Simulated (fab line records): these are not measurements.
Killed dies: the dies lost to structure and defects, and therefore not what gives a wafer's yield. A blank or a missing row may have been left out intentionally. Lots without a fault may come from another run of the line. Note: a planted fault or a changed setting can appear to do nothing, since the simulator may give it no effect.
A struck lot beside a sound one ; flow n5-finfet ; 41 out of 1938 route steps
Sound: the wafers L328.3, L328.5, L328.6. Struck: wafer L337.4. (L337.2, L337.3 of the same lot were not struck and are left out.) The cause comes at the end.
Order at every step that has rows: each side's tool, ch and its chambers, its first start. Under that, the readings that differ: sound wafers ; struck wafers ; difference of the means ; sigmas: that difference in standard deviations of wafers without a fault.
alike: a reading whose means differ by less than 2 such deviations, as well as words and numbers matching on both sides. not compared: withheld readings; readings where some wafer has no value; bounds like >300 that might hide an equal value; numbers whose values overlap and for which the record gives no deviation.
A row with sigmas, a row that says differs or no value, or rows on one side alone: a step with any of these is where the two part. When numbers do not overlap yet have no deviation, they are printed without sigmas and do not part them. Lack of a reading on every wafer of one side parts them only where that side has two or more wafers.

first, 1 step without rows for these wafers: N5_BEOL_M7_TRENCH_ETCH_37 (etches SiCOH lowk in C4F6/O2, target depth 93.478 nm, time 31.2 s).
N5_BEOL_M7_ETCH_41: etches SiCN in CH3F/O2, target depth 31.9 nm, time 57.8 s.
  sound: rie-diel-03 ch 0,1; struck: rie-diel-04 ch 1
  alike: bias-w, drypump-motor-current-A, oes-product-au, rf-vpp-V, showerhead-plenum-p-Torr, throttle-valve-pct
  not compared: rf-hours-counter-h
then, 1 step without rows for these wafers: N5_BEOL_M7_STRIP_80 (strips in N2/H2, time 10 s).
N5_BEOL_M7_OCD_MEAS_38:
  struck on ocd-02, day 11 15:08; sound on ocd-02, day 9 09:10
  alike: trench-depth-nm
then, 4 steps without rows for these wafers: N5_BEOL_M7_HM_STRIP_39 (strips TiN in peroxide tin strip, target depth 25 nm, time 158 s); N5_BEOL_M7_SRD_40 (time 30 s); N5_BEOL_M7_PRECLEAN_42 (cleans in residue remover, time 60 s); N5_BEOL_M7_SRD_43 (time 30 s).
N5_BEOL_M7_CD_MEAS_35: the cd target is 40 nm.
  struck on cd-sem-02, day 11 15:18; sound on cd-sem-01, day 9 09:19
  alike: cd-nm
then, 1 step without rows for these wafers: N5_BEOL_M7_CURE_75 (cures SiCOH lowk, time 120 s).
N5_BEOL_M7_DEGAS_44: time 60 s.
  struck on pvd-sputter-03, day 11 16:32; sound on pvd-sputter-02, day 9 10:43
  alike: heater-power-w
then, 1 step without rows for these wafers: N5_BEOL_M7_PRE_CLEAN_45 (time 30 s).
N5_BEOL_M7_ALD_77: deposits TaN, target thk 2 nm, pulse time 2 s, purge time 3 s.
  sound on ald-metal-01 ch 1,2,3, day 9 11:02; struck on ald-metal-02 ch 1, day 11 16:40
  alike: heater-power-w, precursor-vessel-carrier-sccm, precursor-vessel-temp-c
then, 6 steps without rows for these wafers: N5_BEOL_M7_SURFACE_TREAT_79; N5_BEOL_M7_CVD_78 (deposits Co from CCTBA/H2, target thk 2 nm, time 142.3 s); N5_BEOL_M7_SPUTTER_48 (material Cu, target thk 10 nm, time 1.667 s); N5_BEOL_M7_ECD_50 (material Cu, target thk 300 nm); N5_BEOL_M7_ANNEAL_51 (time 90 s); N5_BEOL_M7_CMP_52 (polishes, stops on SiCOH lowk, t overpolish 6.9 s, target thk 80 nm).
N5_BEOL_M7_THK_MEAS_53: measures by xrf.
  struck on film-metro-01, day 11 18:05; sound on film-metro-02, day 9 12:49
  alike: M7_THK
then, 1 step without rows for these wafers: N5_BEOL_M7_PRE_CLEAN_55 (time 15 s).
N5_BEOL_M7_DEP_56: deposits SiCN from 3MS/NH3, target thk 10 nm, time 17.5 s.
  sound on pecvd-03 ch 1,2, day 9 12:52; struck on pecvd-04 ch 0, day 11 18:08
  alike: showerhead-plenum-p-Torr, throttle-valve-pct
N5_BEOL_M7_RS_MEAS_57: uses a four-point probe to measure.
  struck on film-metro-01, day 11 18:13; sound on film-metro-01, day 9 12:56
  alike: M7_RS
then, 2 steps without rows for these wafers: N5_BEOL_M8_ILD_DEP_00 (deposits SiCOH lowk from DEMS/porogen, target thk 179.75 nm, time 33.4 s); N5_BEOL_M8_CURE_74 (cures SiCOH lowk, time 240 s).
N5_BEOL_M8_THK_MEAS_01:
  struck on film-metro-01, day 11 18:51; sound on film-metro-02, day 9 13:35
  alike: M8_ILD_THK
N5_BEOL_M8_PECVD_70: deposits SiO2 from TEOS/O2, target thk 20 nm, time 22.7 s.
  sound on pecvd-04 ch 0,1,2, day 9 13:37; struck on pecvd-01 ch 1, day 11 18:53
  alike: heater-power-w, showerhead-plenum-p-Torr, throttle-valve-pct
N5_BEOL_M8_HM_DEP_02: deposits TiN, target thk 20 nm.
  struck on pvd-sputter-01, day 11 20:49; sound on pvd-sputter-01, day 9 14:03
  alike: throttle-valve-pct
then, 8 steps without rows for these wafers: N5_BEOL_M8_COAT_59 (time 60 s, resist thk 100 nm); N5_BEOL_M8_COAT_60 (time 60 s, resist thk 35 nm); N5_BEOL_M8_COAT_05 (resist thk 90 nm); N5_BEOL_M8_EBR_07; N5_BEOL_M8_SOFTBAKE_06 (time 60 s); N5_BEOL_M8_EXPOSE_08 (exposes mask M8); N5_BEOL_M8_PEB_09 (peb time 60 s); N5_BEOL_M8_DEVELOP_10 (develop time 30 s).
N5_BEOL_M8_CD_MEAS_11: the cd target is 38.5 nm.
  sound on cd-sem-03 ch 0, day 9 14:33; struck on cd-sem-03 ch 0, day 11 21:11
  alike: cd-nm
N5_BEOL_M8_OVL_MEAS_12:
  sound on overlay-01 ch 0, day 9 14:35; struck on overlay-02 ch 0, day 11 21:13
  alike: M8_OVL
then, 2 steps without rows for these wafers: N5_BEOL_M8_DESCUM_16 (chemistry O2, time 7.9 s); N5_BEOL_M8_ETCH_61 (etches SiARC in CF4, target depth 45.5 nm, time 75.8 s).
-- the record jumps here: 3 days lie between the struck wafers' starts before and after (it left off in module BEOL_M8 and takes up again in module PASSIVATION, whose first step shown is number 1936 of the route) --
N5_PASSIVATION_PROBE_49:
  the record has rows for the struck wafers here (prober-02, day 15 00:55) and none for the sound ones

== WHERE THEY PART ==
N5_PASSIVATION_PROBE_49 only, going by this record.

WHY: whatever the simulator had introduced
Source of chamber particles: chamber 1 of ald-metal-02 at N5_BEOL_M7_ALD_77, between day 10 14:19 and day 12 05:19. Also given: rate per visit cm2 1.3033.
